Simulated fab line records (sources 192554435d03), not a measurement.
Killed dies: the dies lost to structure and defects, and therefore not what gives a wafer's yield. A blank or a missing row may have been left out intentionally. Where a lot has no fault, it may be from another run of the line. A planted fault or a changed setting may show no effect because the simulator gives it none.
Which tool was responsible? | flow n5-finfet | 10 lots with 30 wafers sampled at 5 steps, on a route of 1938 steps

== WHAT THE GAUGES SHOWED, per wafer ==
The record holds no reading of a measuring or inspecting step that can be judged against a usual standard deviation.

== WHICH TOOL RAN EACH LOT (tool, then ch and the chambers of the sampled wafers, then the start) ==
lot  | N5_BEOL_M7_ETCH_72                 | N5_BEOL_M7_ETCH_65                 | N5_BEOL_M7_ETCH_66                 | N5_BEOL_M7_CURE_75            | N5_PASSIVATION_PROBE_49
L205 | rie-diel-01 ch 0,2,3, day 9 23:28  | rie-diel-01 ch 0,2,3, day 9 23:28  | rie-diel-01 ch 0,2,3, day 9 23:30  | uv-cure-02 ch 1, day 10 00:02 | -
L207 | rie-diel-01 ch 0,2, day 10 18:43   | rie-diel-01 ch 0,2, day 10 18:44   | rie-diel-01 ch 0,2, day 10 18:45   | uv-cure-02 ch 0, day 10 19:26 | prober-01, day 14 01:26
L212 | rie-diel-02 ch 0,2,3, day 12 03:31 | rie-diel-02 ch 0,2,3, day 12 03:32 | rie-diel-02 ch 0,2,3, day 12 03:34 | uv-cure-02 ch 0, day 12 04:06 | -
L213 | rie-diel-06 ch 0,1,3, day 12 03:46 | rie-diel-06 ch 0,1,3, day 12 03:47 | rie-diel-06 ch 0,1,3, day 12 03:49 | uv-cure-02 ch 1, day 12 04:24 | -
L220 | rie-diel-02 ch 1,2, day 14 05:21   | rie-diel-02 ch 1,2, day 14 05:22   | rie-diel-02 ch 1,2, day 14 05:24   | uv-cure-01 ch 0, day 14 05:57 | -
L221 | rie-diel-01 ch 0,1,2, day 14 08:34 | rie-diel-01 ch 0,1,2, day 14 08:34 | rie-diel-01 ch 0,1,2, day 14 08:36 | uv-cure-02 ch 0, day 14 09:09 | -
L223 | rie-diel-02 ch 2,3, day 14 15:20   | rie-diel-02 ch 2,3, day 14 15:21   | rie-diel-02 ch 2,3, day 14 15:23   | uv-cure-02 ch 0, day 14 15:55 | -
L224 | rie-diel-01 ch 1,2,3, day 14 15:30 | rie-diel-01 ch 1,2,3, day 14 15:31 | rie-diel-01 ch 1,2,3, day 14 15:33 | uv-cure-01 ch 2, day 14 16:32 | -
L222 | rie-diel-02 ch 1,2,3, day 14 18:18 | rie-diel-02 ch 1,2,3, day 14 18:19 | rie-diel-02 ch 1,2,3, day 14 18:21 | uv-cure-02 ch 0, day 14 18:59 | -
L225 | rie-diel-01 ch 0,1,3, day 14 23:10 | rie-diel-01 ch 0,1,3, day 14 23:11 | rie-diel-01 ch 0,1,3, day 14 23:13 | uv-cure-02 ch 2, day 14 23:46 | -
- N5_BEOL_M7_ETCH_72: etches underlayer in N2/H2, target depth 6.5 nm, time 5.2 s.
- N5_BEOL_M7_ETCH_65: etches SiARC in CF4, target depth 15.6 nm, time 26 s.
- N5_BEOL_M7_ETCH_66: etches SOC in N2/H2, target depth 80 nm, overetch 16 nm, time 120 s.
- N5_BEOL_M7_CURE_75: cures SiCOH lowk, time 120 s.
- N5_PASSIVATION_PROBE_49

== WHAT THE TOOLS THEMSELVES READ (means of the sampled wafers that have a number; where no wafer has one, the mark that the record gives instead) ==
N5_BEOL_M7_ETCH_72. Usual: drypump-motor-current-A 5.8 A, standard deviation 0.42; etch-rf-on-time-s 5.17 s, standard deviation 0.12; oes-product-au 0.67 a.u., standard deviation 0.073; rf-vpp-V 522.9 V, standard deviation 2.3; showerhead-plenum-p-Torr 2.50 Torr, standard deviation 0.067; throttle-valve-pct 17.87 %, standard deviation 0.29.
lot  | tool        | drypump-motor-current-A (A) | etch-rf-on-time-s (s) | oes-product-au (a.u.) | rf-vpp-V (V) | showerhead-plenum-p-Torr (Torr) | throttle-valve-pct (%) | flag
L205 | rie-diel-01 | 6.1                         | 5.13                  | 0.70                  | 522.1        | 2.49                            | 17.73                  |
L207 | rie-diel-01 | 6.0                         | 5.08                  | 0.70                  | 523.4        | 2.53                            | 17.88                  |
L212 | rie-diel-02 | 5.8                         | 5.23                  | 0.66                  | 525.1        | 2.55                            | 17.98                  |
L213 | rie-diel-06 | 5.5                         | 5.13                  | 0.66                  | 523.9        | 2.54                            | 17.80                  |
L220 | rie-diel-02 | 5.9                         | 5.35                  | 0.71                  | 522.5        | 2.53                            | 18.15                  |
L221 | rie-diel-01 | 5.9                         | 5.16                  | 0.66                  | 522.0        | 2.47                            | 17.75                  |
L223 | rie-diel-02 | 6.1                         | 5.29                  | 0.61                  | 526.2        | 2.59                            | 18.11                  |
L224 | rie-diel-01 | 5.8                         | 5.15                  | 0.62                  | 520.2        | 2.45                            | 17.88                  |
L222 | rie-diel-02 | 6.0                         | 5.29                  | 0.67                  | 524.1        | 2.55                            | 18.13                  |
L225 | rie-diel-01 | 6.0                         | 5.18                  | 0.66                  | 521.2        | 2.43                            | 17.63                  |

N5_BEOL_M7_ETCH_65. Usual: drypump-motor-current-A 5.8 A (standard deviation 0.42); etch-rf-on-time-s 25.8 s (standard deviation 0.54); mfc-ar-sccm 100.0 sccm (standard deviation 0.4); oes-product-au 0.67 a.u. (standard deviation 0.073); rf-vpp-V 183.5 V (standard deviation 0.94); showerhead-plenum-p-Torr 2.11 Torr (standard deviation 0.051); throttle-valve-pct 15.64 % (standard deviation 0.24).
lot  | tool        | drypump-motor-current-A (A) | etch-rf-on-time-s (s) | mfc-ar-sccm (sccm) | oes-product-au (a.u.) | rf-vpp-V (V) | showerhead-plenum-p-Torr (Torr) | throttle-valve-pct (%) | flag
L205 | rie-diel-01 | 6.1                         | 26.0                  | 99.9               | 0.70                  | 183.2        | 2.09                            | 15.47                  |
L207 | rie-diel-01 | 6.0                         | 25.6                  | 99.9               | 0.70                  | 183.6        | 2.12                            | 15.53                  |
L212 | rie-diel-02 | 5.8                         | 25.9                  | 99.7               | 0.67                  | 183.9        | 2.14                            | 15.71                  |
L213 | rie-diel-06 | 5.4                         | 25.6                  | 100.3              | 0.67                  | 184.0        | 2.15                            | 15.64                  |
L220 | rie-diel-02 | 5.9                         | 26.7                  | 99.9               | 0.71                  | 183.2        | 2.13                            | 15.86                  |
L221 | rie-diel-01 | 5.9                         | 25.6                  | 100.2              | 0.67                  | 183.0        | 2.08                            | 15.53                  |
L223 | rie-diel-02 | 6.1                         | 26.5                  | 100.0              | 0.61                  | 184.4        | 2.18                            | 15.88                  |
L224 | rie-diel-01 | 5.8                         | 26.1                  | 99.8               | 0.62                  | 182.4        | 2.07                            | 15.65                  |
L222 | rie-diel-02 | 6.0                         | 26.4                  | 99.9               | 0.67                  | 183.4        | 2.14                            | 15.83                  |
L225 | rie-diel-01 | 6.0                         | 26.0                  | 99.8               | 0.65                  | 183.5        | 2.05                            | 15.48                  |

N5_BEOL_M7_ETCH_66. Usual: drypump-motor-current-A 5.8 A, standard deviation 0.43; oes-product-au 0.60 a.u., standard deviation 0.063; rf-vpp-V 523.0 V, standard deviation 1.9; showerhead-plenum-p-Torr 2.50 Torr, standard deviation 0.067; throttle-valve-pct 17.83 %, standard deviation 0.29.
lot  | tool        | drypump-motor-current-A (A) | oes-product-au (a.u.) | rf-vpp-V (V) | showerhead-plenum-p-Torr (Torr) | throttle-valve-pct (%) | flag
L205 | rie-diel-01 | 6.1                         | 0.63                  | 523.1        | 2.49                            | 17.69                  |
L207 | rie-diel-01 | 6.0                         | 0.62                  | 523.7        | 2.53                            | 17.84                  |
L212 | rie-diel-02 | 5.8                         | 0.60                  | 524.5        | 2.55                            | 17.92                  |
L213 | rie-diel-06 | 5.4                         | 0.59                  | 524.7        | 2.54                            | 17.77                  |
L220 | rie-diel-02 | 5.9                         | 0.64                  | 523.4        | 2.53                            | 18.12                  |
L221 | rie-diel-01 | 5.9                         | 0.59                  | 522.2        | 2.47                            | 17.71                  |
L223 | rie-diel-02 | 6.1                         | 0.55                  | 526.2        | 2.59                            | 18.06                  |
L224 | rie-diel-01 | 5.8                         | 0.56                  | 521.6        | 2.45                            | 17.85                  |
L222 | rie-diel-02 | 6.0                         | 0.61                  | 524.7        | 2.55                            | 18.08                  |
L225 | rie-diel-01 | 6.0                         | 0.58                  | 520.8        | 2.43                            | 17.57                  |

N5_BEOL_M7_CURE_75. Usual: lamp-power-pct 52.32 %, standard deviation 0.059; run-length-s 178.0 s, standard deviation 1.3; wafer_temp_C_max 371.6, standard deviation 0.46.
lot  | tool       | lamp-power-pct (%) | run-length-s (s) | wafer_temp_C_max | flag
L205 | uv-cure-02 | 52.29              | 180.5            | 370.9            |
L207 | uv-cure-02 | 52.39              | 177.4            | 371.2            |
L212 | uv-cure-02 | -                  | -                | -                | OFF
L213 | uv-cure-02 | -                  | -                | -                | OFF
L220 | uv-cure-01 | 52.32              | 178.3            | 371.6            |
L221 | uv-cure-02 | 52.34              | 177.2            | 371.4            |
L223 | uv-cure-02 | 52.29              | 181.2            | 371.7            |
L224 | uv-cure-01 | 52.32              | 177.7            | 372.3            |
L222 | uv-cure-02 | 52.31              | 177.3            | 371.2            |
L225 | uv-cure-02 | 52.30              | 178.1            | 372.2            |

N5_PASSIVATION_PROBE_49. Usual: defect-limited-yield 91.2 %, standard deviation 1.5; killed_at_M0_to_M3 34, standard deviation 11; killed_at_M4_up 14, standard deviation 5.4; killed-at-contacts 12, standard deviation 5.9; killed-at-front-end 40, standard deviation 12; killed-at-other 4, standard deviation 3.3; killed-dies 103, standard deviation 18; killed-open 68, standard deviation 13; killed-short 34, standard deviation 7.5; sort_bin_5_function 5.1 %, standard deviation 1; sort_bin_6_memory 3.3 %, standard deviation 0.7; sort_bin_8_speed 0.03 %, standard deviation 0.27; sort-n-pass 1076, standard deviation 18; sort-yield-pct 91.2 %, standard deviation 1.5.
lot  | tool      | defect-limited-yield (%) | killed_at_M0_to_M3 | killed_at_M4_up | killed-at-contacts | killed-at-front-end | killed-at-other | killed-dies | killed-open | killed-short | sort_bin_5_function (%) | sort_bin_6_memory (%) | sort_bin_8_speed (%) | sort-n-pass | sort-yield-pct (%) | flag
L207 | prober-01 | 89.9                     | 45                 | 15              | 11                 | 45                  | 3               | 119         | 78          | 40           | 5.7                     | 4.1                   | 0.00                 | 1061        | 89.9               |

== THE ANSWER, worked out from the rows above alone ==
Rule: a lot counts as off when the mean over its wafers that have a number is more than 3 standard deviations away from the usual mean. Also off: a lot with no number at a reading for which 4 or more lots have one. All remaining lots with rows at the step are treated as sound. First the gauges in route order, then the tools' own readings, where a lot's mean is used as printed above. The first step at which some lot is off is used, and at that step the reading that is off furthest; a lot without a number counts as furthest.
Off at N5_BEOL_M7_CURE_75 (lamp-power-pct): L212, L213. Without a number there: L212, L213.
If a tool, at that step or one of the process steps before it, ran each lot that is off and ran no sound lot following the first of them, it fits. Of those tried, none fits.

== WHAT THE SIMULATOR PUT IN ==
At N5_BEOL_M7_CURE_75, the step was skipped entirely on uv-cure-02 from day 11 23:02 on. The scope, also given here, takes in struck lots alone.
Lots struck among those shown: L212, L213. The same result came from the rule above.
